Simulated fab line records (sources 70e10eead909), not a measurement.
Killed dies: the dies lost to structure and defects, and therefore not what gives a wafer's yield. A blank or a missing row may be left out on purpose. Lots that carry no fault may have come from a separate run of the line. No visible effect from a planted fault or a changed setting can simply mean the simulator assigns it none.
The tool behind it: which one? :: flow nandHarc :: 24 lots with 72 wafers sampled at 5 steps, on a route of 1159 steps

WHAT THE GAUGES READ, wafer by wafer
NHARC_P_STI_INSPECT_25.
lot: L075
measured: day 3 19:09
on: defectInspect-02
rawDefectCount: 129 167 105

lot: L074
measured: day 3 19:09
on: defectInspect-01
rawDefectCount: 171 176 224

lot: L077
measured: day 4 08:01
on: defectInspect-01
rawDefectCount: 146 132 194

lot: L076
measured: day 4 08:01
on: defectInspect-02
rawDefectCount: 289 204 142

lot: L079
measured: day 4 18:52
on: defectInspect-02
rawDefectCount: 189 160 219

lot: L078
measured: day 4 18:52
on: defectInspect-01
rawDefectCount: 249 194 134

lot: L080
measured: day 5 09:24
on: defectInspect-02
rawDefectCount: 170 209 178

lot: L081
measured: day 5 09:25
on: defectInspect-01
rawDefectCount: 214 183 208

lot: L082
measured: day 5 14:30
on: defectInspect-02
rawDefectCount: 141 182 195

lot: L083
measured: day 6 00:08
on: defectInspect-02
rawDefectCount: 382 195 153

lot: L084
measured: day 6 07:13
on: defectInspect-01
rawDefectCount: 307 323 213

lot: L086
measured: day 6 21:31
on: defectInspect-01
rawDefectCount: 194 254 314

lot: L085
measured: day 6 21:31
on: defectInspect-02
rawDefectCount: 95 106 156

lot: L088
measured: day 7 02:07
on: defectInspect-01
rawDefectCount: 137 108 165

lot: L087
measured: day 7 02:07
on: defectInspect-02
rawDefectCount: 211 167 119

lot: L089
measured: day 7 02:07
on: defectInspect-02
rawDefectCount: 211 280 137

lot: L090
measured: day 7 16:45
on: defectInspect-02
rawDefectCount: 300 293 269

lot: L091
measured: day 7 21:28
on: defectInspect-02
rawDefectCount: 143 155 194

lot: L092
measured: day 8 05:07
on: defectInspect-01
rawDefectCount: 208 183 266

lot: L093
measured: day 8 12:29
on: defectInspect-02
rawDefectCount: 181 231 372

lot: L094
measured: day 8 12:29
on: defectInspect-01
rawDefectCount: 170 103 210

lot: L096
measured: day 9 01:21
on: defectInspect-02
rawDefectCount: 141 225 104

lot: L095
measured: day 9 01:21
on: defectInspect-01
rawDefectCount: 135 228 128

lot: L097
measured: day 9 12:52
on: defectInspect-01
rawDefectCount: 308 249 173

NHARC_P_M0_OVL_MEAS_10: pitch 180 nm.
lot: L075
measured: day 6 04:33
on: overlay-01
overlayXNm (nm): 0.0 0.1 -0.3
overlayYNm (nm): 1.5 0.9 1.2

lot: L074
measured: day 6 05:12
on: overlay-02
overlayXNm (nm): 0.6 0.8 0.7
overlayYNm (nm): 1.1 1.1 0.8

lot: L077
measured: day 6 08:20
on: overlay-02
overlayXNm (nm): -1.3 -0.8 -0.8
overlayYNm (nm): 1.2 0.5 1.1

lot: L076
measured: day 6 13:14
on: overlay-02
overlayXNm (nm): 1.1 1.5 1.3
overlayYNm (nm): -0.4 -0.5 -0.3

lot: L079
measured: day 6 19:46
on: overlay-02
overlayXNm (nm): 0.2 0.7 -0.1
overlayYNm (nm): -0.3 0.1 0.3

lot: L078
measured: day 6 19:05
on: overlay-02
overlayXNm (nm): 0.6 -0.3 -0.3
overlayYNm (nm): 0.3 0.2 -0.5

lot: L080
measured: day 7 18:32
on: overlay-01
overlayXNm (nm): 0.2 -0.6 -0.3
overlayYNm (nm): 0.0 -0.2 -0.7

lot: L081
measured: day 7 17:59
on: overlay-02
overlayXNm (nm): 0.9 0.3 1.2
overlayYNm (nm): -1.3 -1.6 -1.4

lot: L082
measured: day 7 17:30
on: overlay-01
overlayXNm (nm): -1.2 -1.0 -1.0
overlayYNm (nm): 1.0 1.3 0.8

lot: L083
measured: day 8 02:35
on: overlay-02
overlayXNm (nm): 0.5 0.5 0.3
overlayYNm (nm): -0.3 -0.1 -0.3

lot: L084
measured: day 8 11:14
on: overlay-01
overlayXNm (nm): 0.3 0.1 0.4
overlayYNm (nm): 0.5 -0.1 0.9

lot: L086
measured: day 8 22:50
on: overlay-01
overlayXNm (nm): 0.3 0.2 0.8
overlayYNm (nm): 0.5 0.4 0.7

lot: L085
measured: day 8 23:23
on: overlay-02
overlayXNm (nm): -0.8 -0.6 -0.7
overlayYNm (nm): 0.1 0.3 0.4

lot: L088
measured: day 9 10:16
on: overlay-01
overlayXNm (nm): 0.7 -0.1 0.8
overlayYNm (nm): -0.1 -0.6 -0.2

lot: L087
measured: day 9 04:22
on: overlay-02
overlayXNm (nm): 0.0 0.3 -0.1
overlayYNm (nm): -1.6 -1.3 -1.2

lot: L089
measured: day 9 01:38
on: overlay-02
overlayXNm (nm): -0.6 -0.6 0.1
overlayYNm (nm): 0.9 0.1 0.1

lot: L090
measured: day 10 02:01
on: overlay-01
overlayXNm (nm): 0.0 -0.1 -0.3
overlayYNm (nm): -1.3 -1.4 -1.1

lot: L091
measured: day 10 02:26
on: overlay-01
overlayXNm (nm): -0.8 -0.7 -0.7
overlayYNm (nm): 0.3 -0.4 0.0

lot: L092
measured: day 10 07:58
on: overlay-02
overlayXNm (nm): 1.0 0.3 0.3
overlayYNm (nm): 0.9 1.4 0.9

lot: L093
measured: day 10 13:04
on: overlay-01
overlayXNm (nm): 1.3 1.5 1.3
overlayYNm (nm): -0.1 0.4 -0.3

lot: L094
measured: day 10 14:56
on: overlay-01
overlayXNm (nm): -0.9 -0.9 -1.1
overlayYNm (nm): 1.0 0.2 0.4

lot: L096
measured: day 11 04:56
on: overlay-01
overlayXNm (nm): -0.2 -0.2 -0.4
overlayYNm (nm): 1.1 0.9 1.0

lot: L095
measured: day 11 00:02
on: overlay-01
overlayXNm (nm): -0.5 -1.3 -1.5
overlayYNm (nm): 0.7 0.7 0.1

lot: L097
measured: day 11 13:18
on: overlay-02
overlayXNm (nm): -0.3 -0.4 -0.3
overlayYNm (nm): 0.7 0.3 0.5

NHARC_P_M1_INSPECT_11.
lot: L075
measured: day 6 08:41
on: defectInspect-01
rawDefectCount: 5 1 3

lot: L074
measured: day 6 09:20
on: defectInspect-01
rawDefectCount: 6 12 10

lot: L077
measured: day 6 12:19
on: defectInspect-01
rawDefectCount: 3 5 5

lot: L076
measured: day 6 17:35
on: defectInspect-02
rawDefectCount: 5 4 4

lot: L079
measured: day 6 23:45
on: defectInspect-02
rawDefectCount: 5 5 6

lot: L078
measured: day 6 23:11
on: defectInspect-02
rawDefectCount: 9 2 4

lot: L080
measured: day 7 22:40
on: defectInspect-02
rawDefectCount: 2 3 5

lot: L081
measured: day 7 22:05
on: defectInspect-02
rawDefectCount: 0 3 2

lot: L082
measured: day 7 21:35
on: defectInspect-01
rawDefectCount: 6 6 2

lot: L083
measured: day 8 06:50
on: defectInspect-02
rawDefectCount: 6 5 7

lot: L084
measured: day 8 15:43
on: defectInspect-02
rawDefectCount: 5 1 1

lot: L086
measured: day 9 03:01
on: defectInspect-02
rawDefectCount: 3 9 8

lot: L085
measured: day 9 03:38
on: defectInspect-01
rawDefectCount: 9 3 12

lot: L088
measured: day 9 14:20
on: defectInspect-01
rawDefectCount: 3 3 2

lot: L087
measured: day 9 08:35
on: defectInspect-01
rawDefectCount: 2 2 2

lot: L089
measured: day 9 05:51
on: defectInspect-02
rawDefectCount: 3 3 3

lot: L090
measured: day 10 06:08
on: defectInspect-01
rawDefectCount: 6 6 2

lot: L091
measured: day 10 06:34
on: defectInspect-01
rawDefectCount: 8 2 3

lot: L092
measured: day 10 12:06
on: defectInspect-01
rawDefectCount: 2 4 7

lot: L093
measured: day 10 17:07
on: defectInspect-01
rawDefectCount: 1 2 5

lot: L094
measured: day 10 19:06
on: defectInspect-01
rawDefectCount: 2 7 3

lot: L096
measured: day 11 10:23
on: defectInspect-02
rawDefectCount: 1 4 7

lot: L095
measured: day 11 04:07
on: defectInspect-01
rawDefectCount: 4 2 4

lot: L097
measured: day 11 17:28
on: defectInspect-02
rawDefectCount: 3 4 4

EACH LOT AND THE TOOL THAT RAN IT (in order: tool; ch and the chambers of the sampled wafers; start)
lot: L075
NHARC_P_CONTACT_STRIP_28: rieDiel-10 ch 1,2,3, day 5 16:50
NHARC_P_M0_PVD_20: pvdSputter-01, day 6 08:41 or earlier

lot: L074
NHARC_P_CONTACT_STRIP_28: rieDiel-11 ch 1,2,3, day 5 17:43
NHARC_P_M0_PVD_20: pvdSputter-03, day 6 09:20 or earlier

lot: L077
NHARC_P_CONTACT_STRIP_28: rieDiel-10 ch 0,2, day 6 05:09
NHARC_P_M0_PVD_20: pvdSputter-02, day 6 12:19 or earlier

lot: L076
NHARC_P_CONTACT_STRIP_28: rieDiel-10 ch 0,2,3, day 6 05:49
NHARC_P_M0_PVD_20: pvdSputter-01, day 6 17:35 or earlier

lot: L079
NHARC_P_CONTACT_STRIP_28: rieDiel-10 ch 0,2, day 6 16:34
NHARC_P_M0_PVD_20: pvdSputter-01, day 6 23:45 or earlier

lot: L078
NHARC_P_CONTACT_STRIP_28: rieDiel-10 ch 0,2,3, day 6 15:56
NHARC_P_M0_PVD_20: pvdSputter-03, day 6 23:11 or earlier

lot: L080
NHARC_P_CONTACT_STRIP_28: rieDiel-11 ch 0,2,3, day 7 11:56
NHARC_P_M0_PVD_20: pvdSputter-02, day 7 22:40 or earlier

lot: L081
NHARC_P_CONTACT_STRIP_28: rieDiel-10 ch 1,2,3, day 7 11:50
NHARC_P_M0_PVD_20: pvdSputter-02, day 7 22:05 or earlier

lot: L082
NHARC_P_CONTACT_STRIP_28: rieDiel-11 ch 0,1,2, day 7 11:05
NHARC_P_M0_PVD_20: pvdSputter-02, day 7 21:35 or earlier

lot: L083
NHARC_P_CONTACT_STRIP_28: rieDiel-11 ch 0,1,2, day 7 19:20
NHARC_P_M0_PVD_20: pvdSputter-01, day 8 06:50 or earlier

lot: L084
NHARC_P_CONTACT_STRIP_28: rieDiel-11 ch 0,1,3, day 8 06:27
NHARC_P_M0_PVD_20: pvdSputter-03, day 8 15:43 or earlier

lot: L086
NHARC_P_CONTACT_STRIP_28: rieDiel-11 ch 0,2, day 8 18:10
NHARC_P_M0_PVD_20: pvdSputter-03, day 9 03:01 or earlier

lot: L085
NHARC_P_CONTACT_STRIP_28: rieDiel-11 ch 0,1,2, day 8 18:46
NHARC_P_M0_PVD_20: pvdSputter-01, day 9 03:38 or earlier

lot: L088
NHARC_P_CONTACT_STRIP_28: rieDiel-02 ch 0,1, day 9 04:58
NHARC_P_M0_PVD_20: pvdSputter-01, day 9 14:20 or earlier

lot: L087
NHARC_P_CONTACT_STRIP_28: rieDiel-10 ch 0,3, day 9 01:14
NHARC_P_M0_PVD_20: pvdSputter-02, day 9 08:35 or earlier

lot: L089
NHARC_P_CONTACT_STRIP_28: rieDiel-10 ch 0,1,3, day 8 22:28
NHARC_P_M0_PVD_20: pvdSputter-01, day 9 05:51 or earlier

lot: L090
NHARC_P_CONTACT_STRIP_28: rieDiel-11 ch 0,1, day 9 18:36
NHARC_P_M0_PVD_20: pvdSputter-01, day 10 06:08 or earlier

lot: L091
NHARC_P_CONTACT_STRIP_28: rieDiel-10 ch 0,2,3, day 9 20:11
NHARC_P_M0_PVD_20: pvdSputter-01, day 10 06:34 or earlier

lot: L092
NHARC_P_CONTACT_STRIP_28: rieDiel-11 ch 0,3, day 10 04:24
NHARC_P_M0_PVD_20: pvdSputter-02, day 10 12:06 or earlier

lot: L093
NHARC_P_CONTACT_STRIP_28: rieDiel-11 ch 0,1,2, day 10 10:04
NHARC_P_M0_PVD_20: pvdSputter-01, day 10 17:07 or earlier

lot: L094
NHARC_P_CONTACT_STRIP_28: rieDiel-10 ch 0,1,3, day 10 11:47
NHARC_P_M0_PVD_20: pvdSputter-02, day 10 19:06 or earlier

lot: L096
NHARC_P_CONTACT_STRIP_28: rieDiel-10 ch 0,1, day 10 21:26
NHARC_P_M0_PVD_20: pvdSputter-03, day 11 10:23 or earlier

lot: L095
NHARC_P_CONTACT_STRIP_28: rieDiel-10 ch 0,1,3, day 10 20:58
NHARC_P_M0_PVD_20: pvdSputter-03, day 11 04:07 or earlier

lot: L097
NHARC_P_CONTACT_STRIP_28: rieDiel-02 ch 1,2,3, day 11 10:17
NHARC_P_M0_PVD_20: pvdSputter-01, day 11 17:28 or earlier
- NHARC_P_CONTACT_STRIP_28: strips in O2.
- NHARC_P_M0_PVD_20: deposits TaN, target thk 5 nm, time 8.06 s.

WHAT THE TOOLS THEMSELVES READ (means of the sampled wafers that have a number; where no wafer has one, the mark that the record gives instead)
NHARC_P_CONTACT_STRIP_28.
lot: L075
tool: rieDiel-10
drypumpMotorCurrentA (A): 5.4
oesProductAu (a.u.): 0.993
rfVppV (V): 58.1
showerheadPlenumPTorr (Torr): 3.44
throttleValvePct (%): 17.034

lot: L074
tool: rieDiel-11
drypumpMotorCurrentA (A): 6.1
oesProductAu (a.u.): 1.003
rfVppV (V): 57.7
showerheadPlenumPTorr (Torr): 3.49
throttleValvePct (%): 17.032

lot: L077
tool: rieDiel-10
drypumpMotorCurrentA (A): 5.4
oesProductAu (a.u.): 0.996
rfVppV (V): 57.4
showerheadPlenumPTorr (Torr): 3.59
throttleValvePct (%): 17.041

lot: L076
tool: rieDiel-10
drypumpMotorCurrentA (A): 5.6
oesProductAu (a.u.): 1.006
rfVppV (V): 58.1
showerheadPlenumPTorr (Torr): 3.50
throttleValvePct (%): 17.036

lot: L079
tool: rieDiel-10
drypumpMotorCurrentA (A): 5.6
oesProductAu (a.u.): 1.001
rfVppV (V): 57.1
showerheadPlenumPTorr (Torr): 3.56
throttleValvePct (%): 17.033

lot: L078
tool: rieDiel-10
drypumpMotorCurrentA (A): 5.6
oesProductAu (a.u.): 1.005
rfVppV (V): 57.8
showerheadPlenumPTorr (Torr): 3.50
throttleValvePct (%): 17.042

lot: L080
tool: rieDiel-11
drypumpMotorCurrentA (A): 5.8
oesProductAu (a.u.): 1.000
rfVppV (V): 58.4
showerheadPlenumPTorr (Torr): 3.58
throttleValvePct (%): 17.038

lot: L081
tool: rieDiel-10
drypumpMotorCurrentA (A): 5.3
oesProductAu (a.u.): 0.995
rfVppV (V): 56.3
showerheadPlenumPTorr (Torr): 3.44
throttleValvePct (%): 17.044

lot: L082
tool: rieDiel-11
drypumpMotorCurrentA (A): 6.0
oesProductAu (a.u.): 1.001
rfVppV (V): 58.1
showerheadPlenumPTorr (Torr): 3.57
throttleValvePct (%): 17.039

lot: L083
tool: rieDiel-11
drypumpMotorCurrentA (A): 5.9
oesProductAu (a.u.): 0.992
rfVppV (V): 58.8
showerheadPlenumPTorr (Torr): 3.57
throttleValvePct (%): 17.028

lot: L084
tool: rieDiel-11
drypumpMotorCurrentA (A): 5.9
oesProductAu (a.u.): 0.992
rfVppV (V): 57.8
showerheadPlenumPTorr (Torr): 3.50
throttleValvePct (%): 17.037

lot: L086
tool: rieDiel-11
drypumpMotorCurrentA (A): 5.9
oesProductAu (a.u.): 0.997
rfVppV (V): 58.0
showerheadPlenumPTorr (Torr): 3.65
throttleValvePct (%): 17.030

lot: L085
tool: rieDiel-11
drypumpMotorCurrentA (A): 5.9
oesProductAu (a.u.): 0.999
rfVppV (V): 57.9
showerheadPlenumPTorr (Torr): 3.57
throttleValvePct (%): 17.041

lot: L088
tool: rieDiel-02
drypumpMotorCurrentA (A): 5.9
oesProductAu (a.u.): 0.995
rfVppV (V): 58.3
showerheadPlenumPTorr (Torr): 3.59
throttleValvePct (%): 17.038

lot: L087
tool: rieDiel-10
drypumpMotorCurrentA (A): 5.7
oesProductAu (a.u.): 1.009
rfVppV (V): 57.1
showerheadPlenumPTorr (Torr): 3.46
throttleValvePct (%): 17.037

lot: L089
tool: rieDiel-10
drypumpMotorCurrentA (A): 5.6
oesProductAu (a.u.): 0.998
rfVppV (V): 57.6
showerheadPlenumPTorr (Torr): 3.41
throttleValvePct (%): 17.048

lot: L090
tool: rieDiel-11
drypumpMotorCurrentA (A): 6.0
oesProductAu (a.u.): 0.993
rfVppV (V): 57.2
showerheadPlenumPTorr (Torr): 3.49
throttleValvePct (%): 17.032

lot: L091
tool: rieDiel-10
drypumpMotorCurrentA (A): 5.6
oesProductAu (a.u.): 0.992
rfVppV (V): 57.3
showerheadPlenumPTorr (Torr): 3.49
throttleValvePct (%): 17.036

lot: L092
tool: rieDiel-11
drypumpMotorCurrentA (A): 5.7
oesProductAu (a.u.): 1.000
rfVppV (V): 57.4
showerheadPlenumPTorr (Torr): 3.51
throttleValvePct (%): 17.040

lot: L093
tool: rieDiel-11
drypumpMotorCurrentA (A): 5.9
oesProductAu (a.u.): 0.992
rfVppV (V): 58.3
showerheadPlenumPTorr (Torr): 3.57
throttleValvePct (%): 17.028

lot: L094
tool: rieDiel-10
drypumpMotorCurrentA (A): 5.5
oesProductAu (a.u.): 1.004
rfVppV (V): 57.1
showerheadPlenumPTorr (Torr): 3.41
throttleValvePct (%): 17.041

lot: L096
tool: rieDiel-10
drypumpMotorCurrentA (A): 5.5
oesProductAu (a.u.): 1.002
rfVppV (V): 58.3
showerheadPlenumPTorr (Torr): 3.47
throttleValvePct (%): 17.036

lot: L095
tool: rieDiel-10
drypumpMotorCurrentA (A): 5.5
oesProductAu (a.u.): 1.012
rfVppV (V): 57.1
showerheadPlenumPTorr (Torr): 3.41
throttleValvePct (%): 17.041

lot: L097
tool: rieDiel-02
drypumpMotorCurrentA (A): 5.8
oesProductAu (a.u.): 0.995
rfVppV (V): 58.3
showerheadPlenumPTorr (Torr): 3.54
throttleValvePct (%): 17.035

NHARC_P_M0_PVD_20.
lot: L075
tool: pvdSputter-01
throttleValvePct (%): 30.6

lot: L074
tool: pvdSputter-03
throttleValvePct (%): 29.8

lot: L077
tool: pvdSputter-02
throttleValvePct (%): 30.1

lot: L076
tool: pvdSputter-01
throttleValvePct (%): 30.8

lot: L079
tool: pvdSputter-01
throttleValvePct (%): 31.0

lot: L078
tool: pvdSputter-03
throttleValvePct (%): 30.0

lot: L080
tool: pvdSputter-02
throttleValvePct (%): 29.5

lot: L081
tool: pvdSputter-02
throttleValvePct (%): 30.1

lot: L082
tool: pvdSputter-02
throttleValvePct (%): 29.5

lot: L083
tool: pvdSputter-01
throttleValvePct (%): 30.7

lot: L084
tool: pvdSputter-03
throttleValvePct (%): 30.9

lot: L086
tool: pvdSputter-03
throttleValvePct (%): 30.0

lot: L085
tool: pvdSputter-01
throttleValvePct (%): 30.2

lot: L088
tool: pvdSputter-01
throttleValvePct (%): 30.5

lot: L087
tool: pvdSputter-02
throttleValvePct (%): 28.8

lot: L089
tool: pvdSputter-01
throttleValvePct (%): 31.1

lot: L090
tool: pvdSputter-01
throttleValvePct (%): 30.7

lot: L091
tool: pvdSputter-01
throttleValvePct (%): 30.9

lot: L092
tool: pvdSputter-02
throttleValvePct (%): 29.9

lot: L093
tool: pvdSputter-01
throttleValvePct (%): 31.1

lot: L094
tool: pvdSputter-02
throttleValvePct (%): 29.9

lot: L096
tool: pvdSputter-03
throttleValvePct (%): 30.1

lot: L095
tool: pvdSputter-03
throttleValvePct (%): 30.2

lot: L097
tool: pvdSputter-01
throttleValvePct (%): 31.6

THE ANSWER, worked out from the rows above alone
Rule: the lots themselves supply what counts as usual. The widest of any qualifying gaps counts: lots, ordered by their means at a reading, are off when they make up no more than a third of the lots, leave a main group of 4 or more, and stand apart from it by 3 or more times the standard deviation of that group's means. A main group is skipped when, at the precision printed for the reading in the tables above, its means are all equal. Also off: a lot with no number at a reading for which 4 or more lots have one. All remaining lots with rows at the step are treated as sound. The gauges are gone through in route order, then the tools' own readings, and for those a lot's mean is taken as printed above. At the first step where some lot is off, the reading lying furthest off is the one used; lots without a number count as furthest.
Across all readings shown, no lot is off: no conclusion can be drawn from this.

WHAT THE SIMULATOR PUT IN
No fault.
